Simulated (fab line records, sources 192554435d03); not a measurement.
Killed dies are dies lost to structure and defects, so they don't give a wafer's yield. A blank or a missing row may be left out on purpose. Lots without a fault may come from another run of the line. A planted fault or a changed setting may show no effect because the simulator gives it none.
Which tool did it? | flow n5_finfet | 10 lots, 29 wafers sampled, at 6 steps of a route of 1938

WHAT THE GAUGES READ, wafer by wafer
N5_MOL_CONTACT_COAG_OVL_MEAS_85. Usual: VG_OVL -0.9 nm, standard deviation 0.85.
lot  | measured     | on         | VG_OVL (nm)    | flag
L364 | day 5 14:34  | overlay-01 | 0.6 -0.3 0.0   |
L365 | day 5 19:33  | overlay-01 | 0.1 -0.1 1.1   |
L367 | day 6 06:26  | overlay-01 | 0.0 -1.2 -1.4  |
L371 | day 7 02:35  | overlay-01 | 0.6 -0.6 -0.2  |
L374 | day 7 21:54  | overlay-02 | -0.6 0.6       |
L377 | day 8 18:17  | overlay-01 | 12.5 12.8 12.6 | OFF
L378 | day 8 21:57  | overlay-01 | 11.9 10.9 11.2 | OFF
L380 | day 9 10:52  | overlay-01 | -1.1 -1.1 -0.6 |
L383 | day 9 23:22  | overlay-01 | -1.0 -0.8 -0.4 |
L384 | day 10 12:22 | overlay-02 | -1.7 -0.7 -1.1 |

N5_BEOL_M4_RC_MEAS_101. Usual: DIBL_N 36.9 mV/V, standard deviation 1.7; DIBL_P 37.3 mV/V, standard deviation 2.3; IOFF_N 0.16 nA/um, standard deviation 0.033; IOFF_P 0.22 nA/um, standard deviation 0.04; ION_N 673 uA/um, standard deviation 12; ION_P 463 uA/um, standard deviation 8; SS_N 71.6 mV/dec, standard deviation 0.58; SS_P 73.4 mV/dec, standard deviation 0.74; VT_N 250 mV, standard deviation 3.2; VT_P -250 mV, standard deviation 3.4.
lot  | measured     | on        | DIBL_N (mV/V)  | DIBL_P (mV/V)  | IOFF_N (nA/um) | IOFF_P (nA/um) | ION_N (uA/um) | ION_P (uA/um) | SS_N (mV/dec)  | SS_P (mV/dec)  | VT_N (mV)   | VT_P (mV)      | flag
L364 | day 8 13:19  | prober-02 | 35.8 36.7 36.7 | 38.3 38.5 39.2 | 0.15 0.16 0.16 | 0.19 0.20 0.21 | 669 675 667   | 455 463 458   | 71.9 71.5 71.4 | 74.0 73.6 74.5 | 251 249 250 | -256 -255 -254 |
L365 | day 8 22:41  | prober-02 | 39.3 38.8 36.7 | 42.2 40.3 38.6 | 0.25 0.20 0.17 | 0.33 0.28 0.25 | 684 681 695   | 475 465 480   | 72.0 71.8 72.0 | 73.5 74.5 72.9 | 245 248 250 | -245 -247 -247 |
L367 | day 9 02:05  | prober-01 | 38.5 35.9 35.7 | 38.0 34.2 33.9 | 0.19 0.13 0.14 | 0.23 0.18 0.17 | 677 656 658   | 456 452 446   | 72.2 71.5 71.7 | 73.7 72.1 72.0 | 247 252 253 | -252 -255 -257 |
L371 | day 10 01:18 | prober-02 | 36.2 35.7 37.7 | 35.5 36.2 37.3 | 0.13 0.13 0.16 | 0.18 0.18 0.21 | 659 655 664   | 453 452 457   | 72.0 71.5 72.6 | 73.3 72.9 72.8 | 256 255 252 | -252 -252 -250 |
L374 | day 11 02:36 | prober-01 | 38.1 36.4      | 37.6 37.6      | 0.16 0.15      | 0.21 0.22      | 661 681       | 458 473       | 71.7 71.1      | 73.0 73.7      | 249 250     | -251 -247      |
L378 | day 11 21:56 | prober-01 | 35.4 35.7 35.7 | 36.1 36.8 36.9 | 0.14 0.13 0.13 | 0.18 0.19 0.20 | 682 650 669   | 468 452 462   | 71.1 71.7 71.7 | 73.3 73.2 73.1 | 252 255 251 | -256 -253 -252 |
L380 | day 12 09:53 | prober-01 | 37.3 36.8 36.2 | 38.6 38.4 38.2 | 0.19 0.18 0.16 | 0.23 0.25 0.23 | 678 676 669   | 463 463 460   | 72.3 71.2 71.0 | 73.4 73.5 73.0 | 248 249 252 | -248 -247 -247 |
L383 | day 13 16:40 | prober-02 | 37.1 34.8 32.6 | 37.2 35.2 31.7 | 0.18 0.14 0.10 | 0.22 0.18 0.15 | 677 677 650   | 461 458 449   | 71.6 70.7 69.9 | 74.7 72.4 72.3 | 246 252 257 | -251 -254 -259 |
L384 | day 13 20:19 | prober-01 | 34.2 39.0 36.4 | 36.0 41.1 37.0 | 0.12 0.20 0.14 | 0.19 0.27 0.21 | 669 677 667   | 467 465 464   | 71.6 72.0 71.3 | 72.4 73.9 73.9 | 256 246 254 | -254 -248 -248 |

WHICH TOOL RAN EACH LOT (tool, then ch and the chambers of the sampled wafers, then the start)
lot  | N5_MOL_CONTACT_COAG_PRE_CLEAN_141 | N5_MOL_CONTACT_COAG_ALD_27       | N5_MOL_CONTACT_COAG_CMP_28    | N5_MOL_CONTACT_COAG_EXPOSE_81
L364 | pvd_sputter-01, day 5 07:14       | ald_sin-03 ch 1,2, day 5 11:47   | cmp-04 ch 2,3, day 5 13:22    | euv_scanner-01 ch 0, day 5 14:24
L365 | pvd_sputter-03, day 5 12:19       | ald_sin-01 ch 0,2,3, day 5 16:35 | cmp-03 ch 1,2, day 5 18:15    | euv_scanner-02 ch 0, day 5 19:23
L367 | pvd_sputter-01, day 5 22:56       | ald_sin-03 ch 0,3, day 6 03:22   | cmp-02 ch 1,2,3, day 6 05:01  | euv_scanner-01 ch 0, day 6 06:16
L371 | pvd_sputter-03, day 6 19:30       | ald_sin-04 ch 1,2,3, day 6 23:47 | cmp-03 ch 1,3, day 7 01:22    | euv_scanner-02 ch 0, day 7 02:25
L374 | pvd_sputter-02, day 7 14:53       | ald_sin-04 ch 0,3, day 7 19:07   | cmp-04 ch 0,2, day 7 20:46    | euv_scanner-02 ch 0, day 7 21:44
L377 | pvd_sputter-02, day 8 09:49       | ald_sin-04 ch 0,1,3, day 8 15:17 | cmp-03 ch 1,2, day 8 16:51    | euv_scanner-01 ch 0, day 8 18:07
L378 | pvd_sputter-02, day 8 13:51       | ald_sin-01 ch 0,2,3, day 8 18:56 | cmp-02 ch 0,2,3, day 8 20:30  | euv_scanner-01 ch 0, day 8 21:47
L380 | pvd_sputter-02, day 9 02:25       | ald_sin-01 ch 0,2,3, day 9 07:40 | cmp-02 ch 1,2,3, day 9 09:18  | euv_scanner-02 ch 0, day 9 10:41
L383 | pvd_sputter-03, day 9 16:31       | ald_sin-04 ch 0,2,3, day 9 20:05 | cmp-02 ch 0,2,3, day 9 21:39  | euv_scanner-02 ch 0, day 9 23:12
L384 | pvd_sputter-01, day 10 05:08      | ald_sin-01 ch 2,3, day 10 09:32  | cmp-02 ch 0,1,2, day 10 11:11 | euv_scanner-02 ch 0, day 10 12:11
- N5_MOL_CONTACT_COAG_PRE_CLEAN_141: time 60 s.
- N5_MOL_CONTACT_COAG_ALD_27: deposits SiOC, target thk 17 nm, pulse time 1.5 s, time 2720 s.
- N5_MOL_CONTACT_COAG_CMP_28: polishes, stops on SiNx, t overpolish 0.85 s, target thk 14.522 nm.
- N5_MOL_CONTACT_COAG_EXPOSE_81: exposes mask VG, defocus 0 nm.

WHAT THE TOOLS THEMSELVES READ (means of the sampled wafers that have a number; where no wafer has one, the mark that the record gives instead)
N5_MOL_CONTACT_COAG_PRE_CLEAN_141. Usual: heater_power_w 449 W, standard deviation 38.
lot  | tool           | heater_power_w (W) | flag
L364 | pvd_sputter-01 | 478                |
L365 | pvd_sputter-03 | 411                |
L367 | pvd_sputter-01 | 488                |
L371 | pvd_sputter-03 | 406                |
L374 | pvd_sputter-02 | 464                |
L377 | pvd_sputter-02 | 435                |
L378 | pvd_sputter-02 | 467                |
L380 | pvd_sputter-02 | 458                |
L383 | pvd_sputter-03 | 407                |
L384 | pvd_sputter-01 | 490                |

N5_MOL_CONTACT_COAG_ALD_27. Usual: heater_power_w 890 W, standard deviation 79; precursor_pulse_height_rel 1.000, standard deviation 0.019.
lot  | tool       | heater_power_w (W) | precursor_pulse_height_rel | flag
L364 | ald_sin-03 | 929                | 1.007                      |
L365 | ald_sin-01 | 884                | 0.990                      |
L367 | ald_sin-03 | 990                | 1.008                      |
L371 | ald_sin-04 | 840                | 0.985                      |
L374 | ald_sin-04 | 884                | 0.996                      |
L377 | ald_sin-04 | 874                | 1.001                      |
L378 | ald_sin-01 | 888                | 1.004                      |
L380 | ald_sin-01 | 891                | 1.004                      |
L383 | ald_sin-04 | 880                | 0.999                      |
L384 | ald_sin-01 | 941                | 1.002                      |

N5_MOL_CONTACT_COAG_CMP_28. Usual: motor_current_A 13.0 A, standard deviation 1.1; slurry_filter_dp_kPa 13.50 kPa, standard deviation 0.14; time_to_endpoint_s 4.0 s, standard deviation 2.1.
lot  | tool   | motor_current_A (A) | slurry_filter_dp_kPa (kPa) | time_to_endpoint_s (s) | flag
L364 | cmp-04 | 13.3                | 13.56                      | 2.7                    |
L365 | cmp-03 | 14.0                | 13.42                      | 3.2                    |
L367 | cmp-02 | 12.3                | 13.60                      | 5.7                    |
L371 | cmp-03 | 13.5                | 13.56                      | 2.1                    |
L374 | cmp-04 | 11.8                | 13.46                      | 5.6                    |
L377 | cmp-03 | 14.0                | 13.57                      | 5.0                    |
L378 | cmp-02 | 12.1                | 13.63                      | 3.9                    |
L380 | cmp-02 | 12.8                | 13.52                      | 1.2                    |
L383 | cmp-02 | 12.3                | 13.43                      | 2.8                    |
L384 | cmp-02 | 12.7                | 13.44                      | 5.5                    |

N5_MOL_CONTACT_COAG_EXPOSE_81. Usual: focus_offset_nm 0.0 nm, standard deviation 0.53.
lot  | tool           | focus_offset_nm (nm) | flag
L364 | euv_scanner-01 | -0.2                 |
L365 | euv_scanner-02 | 0.0                  |
L367 | euv_scanner-01 | 0.3                  |
L371 | euv_scanner-02 | 0.1                  |
L374 | euv_scanner-02 | 0.1                  |
L377 | euv_scanner-01 | -0.5                 |
L378 | euv_scanner-01 | -0.2                 |
L380 | euv_scanner-02 | -0.2                 |
L383 | euv_scanner-02 | 0.7                  |
L384 | euv_scanner-02 | -0.4                 |

THE ANSWER, worked out from the rows above alone
Rule: a lot is off if the mean of its wafers that have a number lies more than 3 standard deviations from the usual mean. A lot without any number at a reading at which 4 lots or more have one is off too. The other lots that the step has rows for count as sound. The gauges are gone through in route order, then the tools' own readings, and for those a lot's mean is taken as printed above. The first step at which some lot is off is used, and at that step the reading that is off furthest; a lot without a number counts as furthest.
Off: L377, L378, at N5_MOL_CONTACT_COAG_OVL_MEAS_85 (VG_OVL).
A tool fits if, at a process step before that reading, it ran every lot that is off, and no sound lot after the first of them. The gauges at N5_MOL_CONTACT_COAG_OVL_MEAS_85 are tried like those tools. One fits: euv_scanner-01 at N5_MOL_CONTACT_COAG_EXPOSE_81. Its last sound lot is L367 (day 6 06:16), its first lot that is off L377 (day 8 18:07): a fault that began between those two fits.

WHAT THE SIMULATOR HAD PUT IN
Scanner matching overlay: euv_scanner-01, from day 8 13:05 on, at N5_MOL_CONTACT_COAG_EXPOSE_81. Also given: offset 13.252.
Lots struck among those shown: L377, L378. The rule above found the same.
